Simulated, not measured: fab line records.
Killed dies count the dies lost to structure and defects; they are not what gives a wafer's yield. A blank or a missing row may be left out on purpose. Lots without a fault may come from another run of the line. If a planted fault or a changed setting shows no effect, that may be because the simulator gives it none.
Matching of chambers :: flow n5Finfet :: N5_BEOL_M9_STRIP_67 on rieDiel-05: 4 sister chambers
The step strips in CF4. 4 wafers are shown with their chamber, then 8 later ones without.

== WAFERS PAIRED WITH THEIR CHAMBERS ==
wafer: L085.1
chamber: 0
drypumpMotorCurrentA (A): 5.4

wafer: L088.3
chamber: 1
drypumpMotorCurrentA (A): 5.6

wafer: L088.5
chamber: 3
drypumpMotorCurrentA (A): 6.3

wafer: L091.1
chamber: 2
drypumpMotorCurrentA (A): 6.5

== WAFERS WHOSE CHAMBER IS MISSING ==
wafer: L091.3
drypumpMotorCurrentA (A): 5.6

wafer: L091.4
drypumpMotorCurrentA (A): 6.3

wafer: L090.3
drypumpMotorCurrentA (A): 5.5

wafer: L090.4
drypumpMotorCurrentA (A): 6.5

wafer: L090.6
drypumpMotorCurrentA (A): 5.5

wafer: L097.1
drypumpMotorCurrentA (A): 5.6

wafer: L097.2
drypumpMotorCurrentA (A): 5.5

wafer: L097.6
drypumpMotorCurrentA (A): 6.5

== EACH ONE'S CHAMBER ==
wafer: L091.3
from the rows above: 1
in truth: 1

wafer: L091.4
from the rows above: 3
in truth: 3

wafer: L090.3
from the rows above: can't be placed: 0 or 1
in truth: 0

wafer: L090.4
from the rows above: 2
in truth: 2

wafer: L090.6
from the rows above: can't be placed: 0 or 1
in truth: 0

wafer: L097.1
from the rows above: 1
in truth: 1

wafer: L097.2
from the rows above: can't be placed: 0 or 1
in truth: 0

wafer: L097.6
from the rows above: 2
in truth: 2
5 of 8 placed correctly. From these rows, 3 cannot be placed; in 3 the true chamber is one of the candidates. Placed wrongly: 0.
How it was worked out, from the rows above alone: a wafer's distance from a chamber is the root of the sum, over the readings, of the square of ((its reading less the chamber's mean) divided by the reading's scatter). If the next closest chamber is less than 2 further off than the closest, the wafer can't be placed; otherwise it belongs to the closest. Each chamber's mean is taken over the wafers shown for it. The scatter: root of mean squared gap, hidden wafer to nearest shown wafer, with one shown wafer a chamber.
